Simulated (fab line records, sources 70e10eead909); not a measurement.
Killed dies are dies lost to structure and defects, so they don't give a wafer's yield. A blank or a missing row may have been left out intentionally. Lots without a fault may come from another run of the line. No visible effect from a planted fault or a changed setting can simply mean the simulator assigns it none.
Which tool did it? / flow nand harc / 12 lots, 36 wafers sampled, at 6 steps of a route of 1302

== WHAT EACH GAUGE READ, for each wafer ==
NHARC_P_M2_OVL_MEAS_10: pitch 340 nm. Usual: overlay x nm -0.2 nm, standard deviation 1.1; overlay y nm 0.0 nm, standard deviation 0.93.
lot=L449; measured=day 6 12:55; on=overlay-02; overlay x nm (nm)=-0.2 -0.6 -0.4; overlay y nm (nm)=0.5 0.9 0.2; flag=
lot=L450; measured=day 6 18:42; on=overlay-02; overlay x nm (nm)=-0.8 -1.2 -0.7; overlay y nm (nm)=-0.8 -1.4 -0.7; flag=
lot=L452; measured=day 7 21:33; on=overlay-02; overlay x nm (nm)=0.1 -0.1 0.4; overlay y nm (nm)=1.4 1.4 0.9; flag=
lot=L454; measured=day 8 18:10; on=overlay-01; overlay x nm (nm)=2.1 1.7 2.2; overlay y nm (nm)=0.1 -0.1 0.5; flag=
lot=L458; measured=day 10 08:41; on=overlay-02; overlay x nm (nm)=-3.1 -3.1 -2.9; overlay y nm (nm)=0.4 -0.2 -0.1; flag=
lot=L460; measured=day 11 10:16; on=overlay-01; overlay x nm (nm)=-0.4 -1.0 -0.8; overlay y nm (nm)=0.5 0.6 0.5; flag=
lot=L463; measured=day 12 07:41; on=overlay-02; overlay x nm (nm)=0.5 0.0 0.0; overlay y nm (nm)=-0.3 -0.2 -0.3; flag=
lot=L462; measured=day 12 10:38; on=overlay-01; overlay x nm (nm)=-0.4 0.0 -0.2; overlay y nm (nm)=0.1 -0.3 0.0; flag=
lot=L466; measured=day 13 11:43; on=overlay-01; overlay x nm (nm)=0.7 0.2 1.1; overlay y nm (nm)=0.1 -0.1 -0.5; flag=
lot=L469; measured=day 14 20:55; on=overlay-01; overlay x nm (nm)=0.8 1.6 1.3; overlay y nm (nm)=-1.2 -0.8 -1.1; flag=
lot=L471; measured=day 15 19:01; on=overlay-01; overlay x nm (nm)=0.1 -0.5 -0.2; overlay y nm (nm)=1.4 2.2 1.7; flag=
lot=L472; measured=day 16 03:50; on=overlay-01; overlay x nm (nm)=-1.3 -0.4 -1.0; overlay y nm (nm)=-1.8 -1.4 -1.9; flag=

NHARC_P_M2_INSPECT_11. Usual: raw defect count reads 5.1 (standard deviation 2.8).
lot=L449; measured=day 6 12:56; on=defect inspect-02; raw defect count=7 5 3; flag=
lot=L450; measured=day 6 18:44; on=defect inspect-01; raw defect count=7 7 11; flag=
lot=L452; measured=day 7 21:35; on=defect inspect-02; raw defect count=2 3 7; flag=
lot=L454; measured=day 8 18:13; on=defect inspect-01; raw defect count=7 6 4; flag=
lot=L458; measured=day 10 08:43; on=defect inspect-01; raw defect count=3 3 1; flag=
lot=L460; measured=day 11 10:17; on=defect inspect-02; raw defect count=6 4 5; flag=
lot=L463; measured=day 12 07:43; on=defect inspect-01; raw defect count=3 3 5; flag=
lot=L462; measured=day 12 10:40; on=defect inspect-02; raw defect count=3 4 3; flag=
lot=L466; measured=day 13 11:46; on=defect inspect-01; raw defect count=1 3 3; flag=
lot=L469; measured=day 14 20:57; on=defect inspect-02; raw defect count=1 11 1133; flag=OFF
lot=L471; measured=day 15 19:03; on=defect inspect-01; raw defect count=3 3 5; flag=
lot=L472; measured=day 16 03:53; on=defect inspect-01; raw defect count=5 12 9; flag=

NHARC_END_SORT_01. Usual: defect limited yield is 91 % with standard deviation 3.1, killed at array is 57 with standard deviation 21, killed at other is 0.9 with standard deviation 1.2, killed at periphery is 4.2 with standard deviation 2.9, killed dies is 62 with standard deviation 21, killed open is 3.2 with standard deviation 1.8, and killed short is 2.4 with standard deviation 1.5.
lot=L462; measured=day 30 01:35; on=prober-01; defect limited yield (%)=96; killed at array=23; killed at other=0; killed at periphery=1; killed dies=24; killed open=1; killed short=0; flag=
lot=L469; measured=day 32 17:53; on=prober-01; defect limited yield (%)=92 90 77; killed at array=51 62 44; killed at other=1 0 1; killed at periphery=0 4 109; killed dies=52 66 154; killed open=4 4 5; killed short=1 2 2; flag=OFF

== WHICH TOOL RAN EACH LOT (tool, then ch and the chambers of the sampled wafers, then the start) ==
lot=L449; NHARC_P_M1_ETCH_15=rie diel-05 ch 0,2, day 6 12:02 or earlier; NHARC_P_M1_ETCH_28=rie diel-05 ch 0,3, day 6 12:02 or earlier; NHARC_P_M2_DEP_00=pecvd-04 ch 0,1, day 6 12:02
lot=L450; NHARC_P_M1_ETCH_15=rie diel-10 ch 0,1,3, day 6 17:47 or earlier; NHARC_P_M1_ETCH_28=rie diel-10 ch 2,3, day 6 17:47 or earlier; NHARC_P_M2_DEP_00=pecvd-04 ch 0,1, day 6 17:47
lot=L452; NHARC_P_M1_ETCH_15=rie diel-10 ch 0,1,2, day 7 20:40 or earlier; NHARC_P_M1_ETCH_28=rie diel-05 ch 0,3, day 7 20:40 or earlier; NHARC_P_M2_DEP_00=pecvd-04 ch 0,1,2, day 7 20:40
lot=L454; NHARC_P_M1_ETCH_15=rie diel-10 ch 0,1,2, day 8 17:18 or earlier; NHARC_P_M1_ETCH_28=rie diel-03 ch 1,2,3, day 8 17:18 or earlier; NHARC_P_M2_DEP_00=pecvd-02 ch 0,2, day 8 17:18
lot=L458; NHARC_P_M1_ETCH_15=rie diel-05 ch 0,2, day 10 07:52 or earlier; NHARC_P_M1_ETCH_28=rie diel-03 ch 2,3, day 10 07:52 or earlier; NHARC_P_M2_DEP_00=pecvd-02 ch 0,1, day 10 07:52
lot=L460; NHARC_P_M1_ETCH_15=rie diel-03 ch 0,2,3, day 11 09:31 or earlier; NHARC_P_M1_ETCH_28=rie diel-05 ch 0,1, day 11 09:31 or earlier; NHARC_P_M2_DEP_00=pecvd-04 ch 0,1,2, day 11 09:31
lot=L463; NHARC_P_M1_ETCH_15=rie diel-05 ch 2,3, day 12 06:45 or earlier; NHARC_P_M1_ETCH_28=rie diel-05 ch 0,2,3, day 12 06:45 or earlier; NHARC_P_M2_DEP_00=pecvd-02 ch 0,2, day 12 06:45
lot=L462; NHARC_P_M1_ETCH_15=rie diel-10 ch 2,3, day 12 09:43 or earlier; NHARC_P_M1_ETCH_28=rie diel-05 ch 1,3, day 12 09:43 or earlier; NHARC_P_M2_DEP_00=pecvd-03 ch 0,1,2, day 12 09:43
lot=L466; NHARC_P_M1_ETCH_15=rie diel-05 ch 0,1,2, day 13 10:48 or earlier; NHARC_P_M1_ETCH_28=rie diel-10 ch 0,1,2, day 13 10:48 or earlier; NHARC_P_M2_DEP_00=pecvd-02 ch 1,2, day 13 10:48
lot=L469; NHARC_P_M1_ETCH_15=rie diel-10 ch 0,2,3, day 14 20:13 or earlier; NHARC_P_M1_ETCH_28=rie diel-05 ch 0,2, day 14 20:13 or earlier; NHARC_P_M2_DEP_00=pecvd-03 ch 1,2, day 14 20:13
lot=L471; NHARC_P_M1_ETCH_15=rie diel-10 ch 1,2,3, day 15 18:08 or earlier; NHARC_P_M1_ETCH_28=rie diel-10 ch 1,2,3, day 15 18:08 or earlier; NHARC_P_M2_DEP_00=pecvd-02 ch 0,1, day 15 18:08
lot=L472; NHARC_P_M1_ETCH_15=rie diel-10 ch 0,1,2, day 16 02:58 or earlier; NHARC_P_M1_ETCH_28=rie diel-05 ch 1,2, day 16 02:58 or earlier; NHARC_P_M2_DEP_00=pecvd-04 ch 1,2, day 16 02:58
- NHARC_P_M1_ETCH_15: etches the open film in C4F8/Ar, target depth 182.5 nm, time 91.2 s.
- NHARC_P_M1_ETCH_28: etches the open film in CF4/N2, target depth 30 nm, time 72.99 s.
- NHARC_P_M2_DEP_00: deposits SiOC, target thk 182.5 nm.

== WHAT THE TOOLS THEMSELVES READ (means of the sampled wafers that have a number; where no wafer has one, the mark that the record gives instead) ==
NHARC_P_M1_ETCH_15. Usual: oes product au 0.957 a.u., standard deviation 0.022; rf vpp V 439.7 V, standard deviation 2.1.
lot=L449; tool=rie diel-05; oes product au (a.u.)=0.954; rf vpp V (V)=442.2; flag=
lot=L450; tool=rie diel-10; oes product au (a.u.)=0.971; rf vpp V (V)=438.7; flag=
lot=L452; tool=rie diel-10; oes product au (a.u.)=0.971; rf vpp V (V)=438.8; flag=
lot=L454; tool=rie diel-10; oes product au (a.u.)=0.926; rf vpp V (V)=439.1; flag=
lot=L458; tool=rie diel-05; oes product au (a.u.)=0.924; rf vpp V (V)=440.1; flag=
lot=L460; tool=rie diel-03; oes product au (a.u.)=0.979; rf vpp V (V)=440.2; flag=
lot=L463; tool=rie diel-05; oes product au (a.u.)=0.962; rf vpp V (V)=440.0; flag=
lot=L462; tool=rie diel-10; oes product au (a.u.)=0.974; rf vpp V (V)=439.3; flag=
lot=L466; tool=rie diel-05; oes product au (a.u.)=0.961; rf vpp V (V)=440.1; flag=
lot=L469; tool=rie diel-10; oes product au (a.u.)=0.951; rf vpp V (V)=439.4; flag=
lot=L471; tool=rie diel-10; oes product au (a.u.)=0.958; rf vpp V (V)=438.4; flag=
lot=L472; tool=rie diel-10; oes product au (a.u.)=0.957; rf vpp V (V)=439.5; flag=

NHARC_P_M1_ETCH_28. Usual: drypump motor current A 5.7 A, standard deviation 0.39; n2 flow sccm 100.0 sccm, standard deviation 0.34; oes product au 1.000 a.u., standard deviation 0.012; rf vpp V 313.5 V, standard deviation 1.9; showerhead plenum p Torr 2.59 Torr, standard deviation 0.096; throttle valve pct 19.795 %, standard deviation 0.0088.
lot=L449; tool=rie diel-05; drypump motor current A (A)=5.5; n2 flow sccm (sccm)=100.1; oes product au (a.u.)=0.989; rf vpp V (V)=315.5; showerhead plenum p Torr (Torr)=2.71; throttle valve pct (%)=19.799; flag=
lot=L450; tool=rie diel-10; drypump motor current A (A)=5.3; n2 flow sccm (sccm)=100.0; oes product au (a.u.)=1.003; rf vpp V (V)=313.9; showerhead plenum p Torr (Torr)=2.58; throttle valve pct (%)=19.794; flag=
lot=L452; tool=rie diel-05; drypump motor current A (A)=5.6; n2 flow sccm (sccm)=99.6; oes product au (a.u.)=0.983; rf vpp V (V)=315.3; showerhead plenum p Torr (Torr)=2.70; throttle valve pct (%)=19.782; flag=
lot=L454; tool=rie diel-03; drypump motor current A (A)=6.1; n2 flow sccm (sccm)=99.9; oes product au (a.u.)=1.002; rf vpp V (V)=314.1; showerhead plenum p Torr (Torr)=2.60; throttle valve pct (%)=19.800; flag=
lot=L458; tool=rie diel-03; drypump motor current A (A)=6.1; n2 flow sccm (sccm)=99.9; oes product au (a.u.)=1.002; rf vpp V (V)=311.1; showerhead plenum p Torr (Torr)=2.51; throttle valve pct (%)=19.806; flag=
lot=L460; tool=rie diel-05; drypump motor current A (A)=5.5; n2 flow sccm (sccm)=99.9; oes product au (a.u.)=0.985; rf vpp V (V)=315.2; showerhead plenum p Torr (Torr)=2.66; throttle valve pct (%)=19.785; flag=
lot=L463; tool=rie diel-05; drypump motor current A (A)=5.7; n2 flow sccm (sccm)=100.1; oes product au (a.u.)=1.001; rf vpp V (V)=314.5; showerhead plenum p Torr (Torr)=2.64; throttle valve pct (%)=19.797; flag=
lot=L462; tool=rie diel-05; drypump motor current A (A)=5.5; n2 flow sccm (sccm)=99.7; oes product au (a.u.)=1.004; rf vpp V (V)=313.8; showerhead plenum p Torr (Torr)=2.57; throttle valve pct (%)=19.795; flag=
lot=L466; tool=rie diel-10; drypump motor current A (A)=5.6; n2 flow sccm (sccm)=100.0; oes product au (a.u.)=0.997; rf vpp V (V)=313.1; showerhead plenum p Torr (Torr)=2.55; throttle valve pct (%)=19.799; flag=
lot=L469; tool=rie diel-05; drypump motor current A (A)=5.7; n2 flow sccm (sccm)=100.0; oes product au (a.u.)=0.997; rf vpp V (V)=314.4; showerhead plenum p Torr (Torr)=2.66; throttle valve pct (%)=19.799; flag=
lot=L471; tool=rie diel-10; drypump motor current A (A)=5.4; n2 flow sccm (sccm)=99.9; oes product au (a.u.)=1.010; rf vpp V (V)=311.8; showerhead plenum p Torr (Torr)=2.52; throttle valve pct (%)=19.795; flag=
lot=L472; tool=rie diel-05; drypump motor current A (A)=6.0; n2 flow sccm (sccm)=99.7; oes product au (a.u.)=1.000; rf vpp V (V)=312.2; showerhead plenum p Torr (Torr)=2.51; throttle valve pct (%)=19.796; flag=

== THE ANSWER, worked out from the rows above alone ==
Rule: a lot counts as off when the mean over its wafers that have a number is more than 3 standard deviations away from the usual mean. Also off: a lot with no number at a reading for which 4 or more lots have one. All remaining lots with rows at the step are treated as sound. After the gauges, taken in route order, come the tools' own readings; for these a lot's mean is taken, as printed above. At the first step where some lot is off, the reading lying furthest off is the one used; lots without a number count as furthest.
Off, at NHARC_P_M2_INSPECT_11 on raw defect count: L469.
A tool fits if, at a process step before that reading, it ran every lot that is off, and no sound lot after the first of them. Not tried: the gauges at NHARC_P_M2_INSPECT_11; whatever is off there is also off at NHARC_END_SORT_01, on other tools, and gauge error can't account for it. Because NHARC_P_M1_ETCH_15 lacks a start for some lots, the hours and order of its lots are taken from NHARC_P_M2_DEP_00. Because NHARC_P_M1_ETCH_28 lacks a start for some lots, the hours and order of its lots are taken from NHARC_P_M2_DEP_00. One fits: NHARC_P_M2_DEP_00 on pecvd-03. A fault onset in the window from L462 (day 12 09:43, its last sound lot) to L469 (day 14 20:13, its first lot off) fits.

== WHAT WAS PUT IN BY THE SIMULATOR ==
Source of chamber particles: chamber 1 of pecvd-03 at NHARC_P_M2_DEP_00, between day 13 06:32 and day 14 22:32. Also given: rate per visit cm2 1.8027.
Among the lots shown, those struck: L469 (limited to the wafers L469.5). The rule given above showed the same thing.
